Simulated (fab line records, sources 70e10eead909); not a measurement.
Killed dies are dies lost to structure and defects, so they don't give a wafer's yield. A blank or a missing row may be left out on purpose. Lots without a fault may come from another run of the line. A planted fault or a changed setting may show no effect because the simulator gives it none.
Which tool did it? | flow nand_harc | 24 lots, 72 wafers sampled, at 3 steps of a route of 1159

WHAT THE GAUGES READ, wafer by wafer
NHARC_A_SGD_CUT_INSPECT_25. Usual: raw_defect_count 295, standard deviation 76.
lot  | measured     | on                | raw_defect_count | flag
L074 | day 13 14:15 | defect_inspect-01 | 396 325 299      |
L077 | day 14 09:05 | defect_inspect-01 | 475 264 203      |
L075 | day 14 09:01 | defect_inspect-01 | 199 214 241      |
L078 | day 14 23:58 | defect_inspect-01 | 234 165 189      |
L076 | day 14 23:53 | defect_inspect-01 | 236 183 224      |
L081 | day 15 09:59 | defect_inspect-01 | 145 233 310      |
L079 | day 15 09:57 | defect_inspect-01 | 416 327 213      |
L080 | day 15 09:56 | defect_inspect-01 | 451 410 338      |
L082 | day 16 04:33 | defect_inspect-02 | 255 216 220      |
L083 | day 16 04:33 | defect_inspect-01 | 319 258 346      |
L084 | day 16 09:38 | defect_inspect-02 | 252 235 306      |
L085 | day 16 15:42 | defect_inspect-01 | 236 216 361      |
L086 | day 17 01:49 | defect_inspect-01 | 583 444 361      |
L087 | day 17 01:22 | defect_inspect-02 | 215 261 294      |
L090 | day 17 21:54 | defect_inspect-01 | 263 245 239      |
L088 | day 17 22:05 | defect_inspect-02 | 307 306 326      |
L091 | day 18 04:00 | defect_inspect-02 | 222 295 288      |
L089 | day 18 04:01 | defect_inspect-01 | 296 228 277      |
L093 | day 18 04:00 | defect_inspect-01 | 277 153 233      |
L092 | day 18 18:53 | defect_inspect-01 | 392 386 332      |
L097 | day 19 10:38 | defect_inspect-01 | 276 201 332      |
L094 | day 19 10:38 | defect_inspect-02 | 308 294 244      |
L096 | day 19 10:39 | defect_inspect-02 | 407 310 229      |
L095 | day 20 00:13 | defect_inspect-01 | 302 325 334      |

WHICH TOOL RAN EACH LOT (tool, then ch and the chambers of the sampled wafers, then the start)
lot  | NHARC_A_STAIRCASE_CMP_450     | NHARC_A_STAIRCASE_ETCHBACK_157
L074 | cmp-03 ch 2,3, day 13 05:04   | rie_diel-05 ch 0,1, day 13 06:00
L077 | cmp-01 ch 0,2,3, day 13 22:23 | rie_diel-12 ch 0,3, day 13 23:17
L075 | cmp-02 ch 1,2, day 13 22:40   | rie_diel-11 ch 0,1, day 13 23:34
L078 | cmp-03 ch 0,1,3, day 14 14:27 | rie_diel-12 ch 0,1, day 14 15:22
L076 | cmp-01 ch 2,3, day 14 14:45   | rie_diel-05 ch 1,2,3, day 14 15:41
L081 | cmp-01 ch 0,1,2, day 15 00:38 | rie_diel-11 ch 0,2,3, day 15 01:31
L079 | cmp-03 ch 2,3, day 15 00:41   | rie_diel-05 ch 0,2,3, day 15 01:40
L080 | cmp-01 ch 1,2,3, day 15 01:38 | rie_diel-05 ch 0,2, day 15 02:32
L082 | cmp-01 ch 1,3, day 15 19:25   | rie_diel-05 ch 1,2,3, day 15 20:23
L083 | cmp-01 ch 1,2,3, day 15 19:45 | rie_diel-12 ch 0,1,3, day 15 20:40
L084 | cmp-02 ch 1,3, day 16 00:25   | rie_diel-11 ch 0,1,3, day 16 01:17
L085 | cmp-03 ch 0,1,3, day 16 06:23 | rie_diel-05 ch 0,2, day 16 07:26
L086 | cmp-03 ch 0,2,3, day 16 16:12 | rie_diel-05 ch 1,2, day 16 17:04
L087 | cmp-01 ch 1,3, day 16 16:51   | rie_diel-05 ch 1,2, day 16 17:46
L090 | cmp-03 ch 1,2,3, day 17 12:57 | rie_diel-05 ch 0,2,3, day 17 13:52
L088 | cmp-01 ch 0,1,3, day 17 13:30 | rie_diel-05 ch 1,2,3, day 17 14:32
L091 | cmp-02 ch 0,1, day 17 18:07   | rie_diel-05 ch 0,2,3, day 17 19:03
L089 | cmp-02 ch 0,1,2, day 17 18:55 | rie_diel-12 ch 0,1, day 17 19:47
L093 | cmp-01 ch 0,1,2, day 17 19:11 | rie_diel-11 ch 1,2, day 17 20:05
L092 | cmp-02 ch 0,2,3, day 18 09:26 | rie_diel-11 ch 0,2,3, day 18 10:20
L097 | cmp-03 ch 2,3, day 19 01:22   | rie_diel-11 ch 1,2,3, day 19 02:16
L094 | cmp-01 ch 0,3, day 19 01:29   | rie_diel-11 ch 1,2, day 19 02:23
L096 | cmp-02 ch 1,3, day 19 01:40   | rie_diel-12 ch 1,2,3, day 19 02:34
L095 | cmp-01 ch 1,2,3, day 19 13:37 | rie_diel-05 ch 1,2,3, day 19 14:31
- NHARC_A_STAIRCASE_CMP_450: polishes SiO2, target thk 200 nm.
- NHARC_A_STAIRCASE_ETCHBACK_157: etches the open film in CH3F/O2, target depth 90 nm, time 167.14 s.

WHAT THE TOOLS THEMSELVES READ (means of the sampled wafers that have a number; where no wafer has one, the mark that the record gives instead)
NHARC_A_STAIRCASE_CMP_450. Usual: motor_current_A 11.5 A, standard deviation 1.1.
lot  | tool   | motor_current_A (A) | flag
L074 | cmp-03 | 10.1                |
L077 | cmp-01 | 12.4                |
L075 | cmp-02 | 11.9                |
L078 | cmp-03 | 10.6                |
L076 | cmp-01 | 11.5                |
L081 | cmp-01 | 12.2                |
L079 | cmp-03 | 10.7                |
L080 | cmp-01 | 11.4                |
L082 | cmp-01 | 10.7                |
L083 | cmp-01 | 11.4                |
L084 | cmp-02 | 12.5                |
L085 | cmp-03 | 10.4                |
L086 | cmp-03 | 10.4                |
L087 | cmp-01 | 10.7                |
L090 | cmp-03 | 10.9                |
L088 | cmp-01 | 11.7                |
L091 | cmp-02 | 11.0                |
L089 | cmp-02 | 11.3                |
L093 | cmp-01 | 12.3                |
L092 | cmp-02 | 12.0                |
L097 | cmp-03 | 10.5                |
L094 | cmp-01 | 12.5                |
L096 | cmp-02 | 12.0                |
L095 | cmp-01 | 11.5                |

NHARC_A_STAIRCASE_ETCHBACK_157. Usual: drypump_motor_current_A 5.8 A, standard deviation 0.53; oes_product_au 0.97 a.u., standard deviation 0.036; rf_vpp_V 244.2 V, standard deviation 2; showerhead_plenum_p_Torr 2.45 Torr, standard deviation 0.13; throttle_valve_pct 20.664 %, standard deviation 0.0086.
lot  | tool        | drypump_motor_current_A (A) | oes_product_au (a.u.) | rf_vpp_V (V) | showerhead_plenum_p_Torr (Torr) | throttle_valve_pct (%) | flag
L074 | rie_diel-05 | 5.1                         | 0.97                  | 244.0        | 2.43                            | 20.665                 |
L077 | rie_diel-12 | 5.9                         | 0.93                  | 245.6        | 2.55                            | 20.657                 |
L075 | rie_diel-11 | 5.8                         | 1.00                  | 244.5        | 2.43                            | 20.667                 |
L078 | rie_diel-12 | 6.0                         | 0.95                  | 246.3        | 2.58                            | 20.656                 |
L076 | rie_diel-05 | 6.1                         | 0.93                  | 242.5        | 2.35                            | 20.667                 |
L081 | rie_diel-11 | 6.2                         | 0.92                  | 243.6        | 2.42                            | 20.660                 |
L079 | rie_diel-05 | 5.8                         | 0.92                  | 241.9        | 2.35                            | 20.663                 |
L080 | rie_diel-05 | 5.6                         | 0.92                  | 243.0        | 2.37                            | 20.670                 |
L082 | rie_diel-05 | 6.1                         | 0.99                  | 244.7        | 2.47                            | 20.663                 |
L083 | rie_diel-12 | 5.9                         | 0.94                  | 246.2        | 2.57                            | 20.657                 |
L084 | rie_diel-11 | 6.1                         | 0.93                  | 242.8        | 2.41                            | 20.658                 |
L085 | rie_diel-05 | 5.7                         | 0.99                  | 243.3        | 2.36                            | 20.660                 |
L086 | rie_diel-05 | 6.0                         | 0.97                  | 244.0        | 2.36                            | 20.664                 |
L087 | rie_diel-05 | 5.8                         | 0.96                  | 243.1        | 2.38                            | 20.662                 |
L090 | rie_diel-05 | 5.8                         | 0.93                  | 244.9        | 2.47                            | 20.670                 |
L088 | rie_diel-05 | 6.1                         | 1.00                  | 244.5        | 2.46                            | 20.659                 |
L091 | rie_diel-05 | 5.8                         | 0.92                  | 244.0        | 2.47                            | 20.661                 |
L089 | rie_diel-12 | 6.1                         | 0.99                  | 245.9        | 2.57                            | 20.651                 |
L093 | rie_diel-11 | 6.0                         | 1.01                  | 246.5        | 2.62                            | 20.669                 |
L092 | rie_diel-11 | 6.2                         | 1.00                  | 242.9        | 2.42                            | 20.669                 |
L097 | rie_diel-11 | 6.1                         | 0.94                  | 244.6        | 2.50                            | 20.670                 |
L094 | rie_diel-11 | 5.8                         | 1.01                  | 246.4        | 2.61                            | 20.668                 |
L096 | rie_diel-12 | 5.6                         | 1.00                  | 244.7        | 2.49                            | 20.661                 |
L095 | rie_diel-05 | 6.1                         | 0.98                  | 244.6        | 2.45                            | 20.667                 |

THE ANSWER, worked out from the rows above alone
Rule: a lot is off if the mean of its wafers that have a number lies more than 3 standard deviations from the usual mean. A lot without any number at a reading at which 4 lots or more have one is off too. The other lots that the step has rows for count as sound. The gauges are gone through in route order, then the tools' own readings, and for those a lot's mean is taken as printed above. The first step at which some lot is off is used, and at that step the reading that is off furthest; a lot without a number counts as furthest.
No lot is off at any reading shown: from this, nothing can be told.

WHAT THE SIMULATOR HAD PUT IN
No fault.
